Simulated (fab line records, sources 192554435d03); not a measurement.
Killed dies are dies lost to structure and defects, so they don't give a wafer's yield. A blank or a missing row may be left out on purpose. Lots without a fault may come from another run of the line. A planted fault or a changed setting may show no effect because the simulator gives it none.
Split-lot experiment | flow n5_finfet | 7 lots, 21 wafers read, on a route of 1938 steps

THE SPLIT
At N5_GATE_CUT_EXPOSE_10 (exposes mask GATE CUT, target cd 20 nm), the setting dose_mj was moved away from the recipe's 43.25 on 6 of the 21 wafers read, by -7.4% to +4.6%. The other wafers ran this setting at the recipe's value.

FROM THE SPLIT TO THE READING: what the file shows between them, 2 steps
- N5_GATE_CUT_PEB_11: peb time 60 s
- N5_GATE_CUT_DEVELOP_12: develop time 30 s

THE READING
cd_nm, in nm, at N5_GATE_CUT_CD_MEAS_13 (target cd 20 nm). Fault-free wafers of this fab line usually give 19.80 nm, standard deviation 0.23 nm.

wafer  | tool, chamber at the split | dose_mj as run | against the recipe | cd_nm, nm | against lot-mates on the recipe
L080.1 | euv_scanner-02, 0          | 43.25          | recipe             | 19.82     | -
L080.3 | euv_scanner-02, 0          | 43.25          | recipe             | 19.76     | -
L080.6 | euv_scanner-02, 0          | 43.25          | recipe             | 19.80     | -
L083.2 | euv_scanner-01, 0          | 45.22          | +4.6%              | 20.69     | +0.61
L083.4 | euv_scanner-01, 0          | 45.22          | +4.6%              | 20.83     | +0.75
L083.6 | euv_scanner-01, 0          | 43.25          | recipe             | 20.08     | -
L084.1 | euv_scanner-01, 0          | 43.25          | recipe             | 20.16     | -
L084.3 | euv_scanner-01, 0          | 43.25          | recipe             | 20.03     | -
L084.6 | euv_scanner-01, 0          | 43.25          | recipe             | 20.01     | -
L086.1 | euv_scanner-01, 0          | 44.83          | +3.7%              | 20.35     | +0.71
L086.4 | euv_scanner-01, 0          | 44.83          | +3.7%              | 20.14     | +0.50
L086.6 | euv_scanner-01, 0          | 43.25          | recipe             | 19.64     | -
L090.1 | euv_scanner-02, 0          | 43.25          | recipe             | 19.80     | -
L090.3 | euv_scanner-02, 0          | 43.25          | recipe             | 19.54     | -
L090.5 | euv_scanner-02, 0          | 43.25          | recipe             | 19.98     | -
L093.2 | euv_scanner-02, 0          | 43.25          | recipe             | 19.79     | -
L093.3 | euv_scanner-02, 0          | 43.25          | recipe             | 20.13     | -
L093.5 | euv_scanner-02, 0          | 43.25          | recipe             | 19.62     | -
L097.2 | euv_scanner-01, 0          | 40.03          | -7.4%              | 17.71     | -2.08
L097.3 | euv_scanner-01, 0          | 43.25          | recipe             | 19.79     | -
L097.5 | euv_scanner-01, 0          | 40.03          | -7.4%              | 17.94     | -1.85

THE FIT
A straight line over all 21 wafers: cd_nm changes by +0.231 nm for each +1% of dose_mj; r = +0.95; the points scatter about the line by 0.24 nm.
The same after taking each lot's own level away (the mean of its wafers on the recipe; 21 wafers): +0.223 nm for each +1%; r = +0.96; scatter 0.19 nm.
On that fit, the largest move of dose_mj shifts the reading by 1.7 nm.
The lots' own levels span 19.640 to 20.080 nm, that is 1.9 times the standard deviation above.
So the lot-to-lot level changes the slope little: the two slopes agree.
Check: with one of the wafers moved furthest among these (-7.4%) left out of the fit, the line predicts -1.55 nm for it against its lot-mates. It came out at -2.08 nm against them.

OTHER SPLITS ON THESE WAFERS
These wafers also went through other splits before the reading. Each is held against what the fit with the lots' levels taken away leaves over:
other split on the same wafers | wafers away from the commonest value | r with cd_nm (lot level and that fit taken away)
N5_SD_EPI_P_EPI_21 time_s      | 4                                    | -0.16
N5_SDB_EXPOSE_08 dose_mj       | 4                                    | -0.39
N5_SDB_ETCH_18 source_w        | 9                                    | -0.13
N5_GATE_CUT_ETCH_56 icp_w      | 10                                   | -0.08
N5_GATE_CUT_ETCH_58 time_s     | 6                                    | -0.56
N5_GATE_CUT_HM_DEP_46 time_s   | 6                                    | -0.27

THE WHOLE CHAIN: every reading that the file lists as answering this split, in the file's order
step                   | what it does                                         | reading                                                         | change (the file's fit)               | r (the file's)
N5_GATE_CUT_CD_MEAS_13 | target cd 20 nm                                      | cd_nm                                                           | +0.222 nm for each +1% of the setting | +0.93
N5_GATE_CUT_DESCUM_18  | chemistry O2, time 7 s                               | GATE_CUT.cd_nm (the simulator's own value, which no gauge read) | +0.233 nm for each +1% of the setting | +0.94
N5_GATE_CUT_ETCH_36    | etches SiARC in CF4, target depth 13 nm, time 21.7 s | GATE_CUT.cd_nm (the simulator's own value, which no gauge read) | +0.244 nm for each +1% of the setting | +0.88

THE FILE'S OWN FIT
cd_nm changes by +0.222 nm for each +1% of dose_mj, r = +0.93.
